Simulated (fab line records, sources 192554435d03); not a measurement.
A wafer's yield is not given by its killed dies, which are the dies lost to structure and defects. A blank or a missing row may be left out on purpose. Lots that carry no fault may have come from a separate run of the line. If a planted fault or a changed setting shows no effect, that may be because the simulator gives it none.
The same fault as seen by 2 desks ; flow n5 finfet ; what lay behind the numbers comes last; until then each desk has only its own

== DESK OF THE TOOL OWNER: rie diel-06 ==
The tool's own readings at N5_BEOL_M5_TRENCH_ETCH_37 (etches SiCOH lowk in C4F6/O2, target depth 71.652 nm, time 24.7 s): means of the sampled wafers that have a number, for each lot that ran on this tool. If a lot's mean is further than 4 standard deviations from the usual mean, the lot is out of limits and carries the mark OUT (the distance appears in the brackets).
Columns: A = drypump motor current A at N5_BEOL_M5_TRENCH_ETCH_37, usual 5.7 A; B = oes product au at N5_BEOL_M5_TRENCH_ETCH_37, usual 0.79 a.u.; C = rf vpp V at N5_BEOL_M5_TRENCH_ETCH_37, usual 675 V; D = run length s at N5_BEOL_M5_TRENCH_ETCH_37, usual 48.1 s; E = showerhead plenum p Torr at N5_BEOL_M5_TRENCH_ETCH_37, usual 2.85 Torr; F = throttle valve pct at N5_BEOL_M5_TRENCH_ETCH_37, usual 20.99 %
lot;first seen here;A;B;C;D;E;F
L860;day 9 01:46;6.0;0.76;682;47.6;2.84;20.94
L861;day 9 02:16;6.1;0.75;662;48.1;2.83;20.95
L866;day 10 16:04;5.7;0.74;714;40.8 (-19) OUT;2.80;20.97
L869;day 11 09:07;5.8;0.70;684;40.9 (-19) OUT;2.79;20.98
L870;day 11 16:35;6.2;0.74;666;33.8 (-37) OUT;2.84;20.99
This desk's finding: out of limits on L866, L869, L870; first on L866, day 10 16:04 (run length s at N5_BEOL_M5_TRENCH_ETCH_37). Within limits: L860, L861.

== METROLOGY DESK ==
What the gauges read, lot by lot, whatever tool the lot ran on: means of the sampled wafers that have a number. If a lot's mean is further than 4 standard deviations from the usual mean, the lot is out of limits and carries the mark OUT (the distance appears in the brackets). 7 of its 14 readings are shown: the first one out of limits and those lying furthest out on some lot.
Columns: A = ION_N at N5_BEOL_M4_RC_MEAS_101, usual 671 uA/um; B = ION_P at N5_BEOL_M4_RC_MEAS_101, usual 461 uA/um; C = VT_P at N5_BEOL_M4_RC_MEAS_101, usual -250 mV; D = V4_OVL at N5_BEOL_M5_OVL_MEAS_29, usual 0.1 nm; E = trench depth nm at N5_BEOL_M5_OCD_MEAS_38, usual 71.1 nm; F = M5_THK at N5_BEOL_M5_THK_MEAS_53, usual 61.5 nm; G = M5_RS at N5_BEOL_M5_RS_MEAS_57, usual 0.393 ohm/sq
lot;first seen here;A;B;C;D;E;F;G
L860;day 8 21:15;655;449;-253;-0.1;70.6;60.6;0.400
L861;day 8 21:51;677;461;-247;-0.0;70.6;61.1;0.392
L866;day 10 07:43;673;460;-250;-0.1;52.9 (-9.1) OUT;43.2 (-8.0) OUT;0.931 (+30) OUT
L869;day 11 04:19;667;461;-250;-0.2;51.1 (-10) OUT;42.0 (-8.5) OUT;0.989 (+33) OUT
L870;day 11 11:53;673;456;-252;0.1;30.4 (-20) OUT;20.6 (-18) OUT;1.655 (+70) OUT
L875;day 12 07:01;684;457;-252;0.3;70.4;61.7;0.393
L873;day 12 12:41;677;461;-249;0.7;70.6;60.0;0.404
L882;day 14 06:51;680;465;-256;-0.2;74.0;64.7;0.368
This desk's finding: out of limits on L866, L869, L870; first on L866, day 10 16:14 (trench depth nm at N5_BEOL_M5_OCD_MEAS_38). Within limits: L860, L861, L875, L873, L882.

== ALL TOGETHER ==
At day 10 16:04, on L866, L869, L870, the tool owner's desk was in a position to raise an alarm.
At day 10 16:14 the metrology desk could have sounded an alarm, on L866, L869, L870.
All the named lots went through N5_BEOL_M5_TRENCH_ETCH_37 on rie diel-06.

== WHAT WAS PUT IN BY THE SIMULATOR ==
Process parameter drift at N5_BEOL_M5_TRENCH_ETCH_37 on rie diel-06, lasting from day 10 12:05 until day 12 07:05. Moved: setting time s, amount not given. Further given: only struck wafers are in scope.
Lots struck among those shown: L866, L869, L870.
Time in hours from fault onset to the first out-of-limits reading at each desk: tool owner's desk 4, metrology desk 4.
